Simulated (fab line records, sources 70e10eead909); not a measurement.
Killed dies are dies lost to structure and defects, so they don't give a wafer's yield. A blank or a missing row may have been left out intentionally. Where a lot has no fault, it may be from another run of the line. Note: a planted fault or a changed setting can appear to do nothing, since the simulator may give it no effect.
A lot that was struck, set against a sound lot :: flow nand_harc :: 14 steps out of a route of 1159
Sound: wafers L159.1, L159.2, L159.5. Struck: wafer L157.4 (L157.2, L157.3, from the same lot, were not struck and are left out); the cause is given at the end.
Order at every step that has rows: each side's tool, ch and its chambers, its first start. Under that, the readings that differ: sound wafers :: struck wafers :: difference of the means :: sigmas: that difference in standard deviations of wafers without a fault.
alike: words and numbers the same on both sides, and readings whose means are apart by under 2 such deviations; not compared: readings that were withheld, readings missing a value for some wafer, numbers with overlapping values and no deviation given by the record, and bounds like >300 which may hide the same value.
A row with sigmas, a row that says differs or no value, or rows on one side alone: a step with any of these is where the two part. Non-overlapping numbers with no deviation appear without sigmas and do not part them. A reading missing from all wafers of one side parts the sides only when that side holds two or more wafers.

first, 1 step without rows for these wafers: NHARC_A_CONTACT_ETCH_137 (etches the open film in C4F8/O2/Ar, time 132 s, target depth 1287 nm).
NHARC_A_CONTACT_ETCH_138: etches the open film in C4F8/O2/Ar, time 132 s, target depth 1289 nm.
  sound on har_cap_etch-02 ch 0,1, day 20 13:07; struck on har_cap_etch-03 ch 1, day 19 15:05
  not compared: rf_hours_counter_h
then, 1 step without rows for these wafers: NHARC_A_CONTACT_ETCH_139 (etches the open film in C4F8/O2/Ar, time 137 s, target depth 590 nm).
NHARC_A_CONTACT_ETCH_92: etches the open film in CH3F/O2, target depth 40 nm, time 85.7 s.
  sound on rie_diel-05 ch 0,2, day 20 13:39; struck on rie_diel-05 ch 2, day 19 15:37
  alike: drypump_motor_current_A, oes_product_au, rf_fwd_power_W, rf_vpp_V, showerhead_plenum_p_Torr, throttle_valve_pct
  not compared: rf_hours_counter_h
NHARC_A_CONTACT_ETCH_98: etches the open film in C4F6/O2, target depth 20 nm, time 10 s.
  sound: rie_diel-05 ch 0,2,3; struck: rie_diel-05 ch 1
  alike: drypump_motor_current_A, oes_product_au, rf_fwd_power_W, rf_vpp_V, showerhead_plenum_p_Torr, throttle_valve_pct
  not compared: rf_hours_counter_h
NHARC_A_CONTACT_CD_MEAS_15:
  sound on cd_sem-02, day 20 13:52; struck on cd_sem-01, day 19 15:51
  alike: cd_nm
then, 4 steps without rows for these wafers: NHARC_A_CONTACT_STRIP_107 (strips in N2/H2); NHARC_A_CONTACT_STRIP_108 (strips in CF4/CHF3); NHARC_A_CONTACT_STRIP_109 (strips in O2/COS); NHARC_A_CONTACT_ETCH_110 (etches the open film in CF4/O2, target depth 50 nm, overetch 5 nm, time 27.5 s).
NHARC_A_CONTACT_STRIP_26: strips in O2.
  sound: rie_diel-11 ch 2,3; struck: rie_diel-07 ch 1
reading: drypump_motor_current_A (A)
sound: 5.5 5.1 5.1
struck: 6.4
difference: +1.2
sigmas: +2
  alike: oes_product_au, rf_vpp_V, showerhead_plenum_p_Torr, throttle_valve_pct
  not compared: rf_hours_counter_h
then, 1 step without rows for these wafers: NHARC_A_CONTACT_STRIP_27 (strips in post etch residue remover, time 600 s).
NHARC_A_CONTACT_ALD_18: deposits TiN, target thk 3 nm, pulse time 1 s, ald cycles 150.
  sound on ald_metal-04 ch 0,3, day 20 14:53; struck on ald_metal-02 ch 0, day 19 18:23
reading: ald_cycles
sound: 150 150 150
struck: 172
difference: +22
sigmas: 
  alike: heater_power_w, precursor_pulse_height_rel
NHARC_A_CONTACT_CVD_19: deposits W, target thk 300 nm, time 802 s.
  sound: cvd_w-02 ch 0,1; struck: cvd_w-02 ch 1
  alike: heater_power_w, throttle_valve_pct

## WHERE THEY PART
Only at NHARC_A_CONTACT_STRIP_26, as far as this record shows. Later steps at which nothing parts them and some readings are alike: NHARC_A_CONTACT_ALD_18, NHARC_A_CONTACT_CVD_19.

WHY: what had been put in by the simulator
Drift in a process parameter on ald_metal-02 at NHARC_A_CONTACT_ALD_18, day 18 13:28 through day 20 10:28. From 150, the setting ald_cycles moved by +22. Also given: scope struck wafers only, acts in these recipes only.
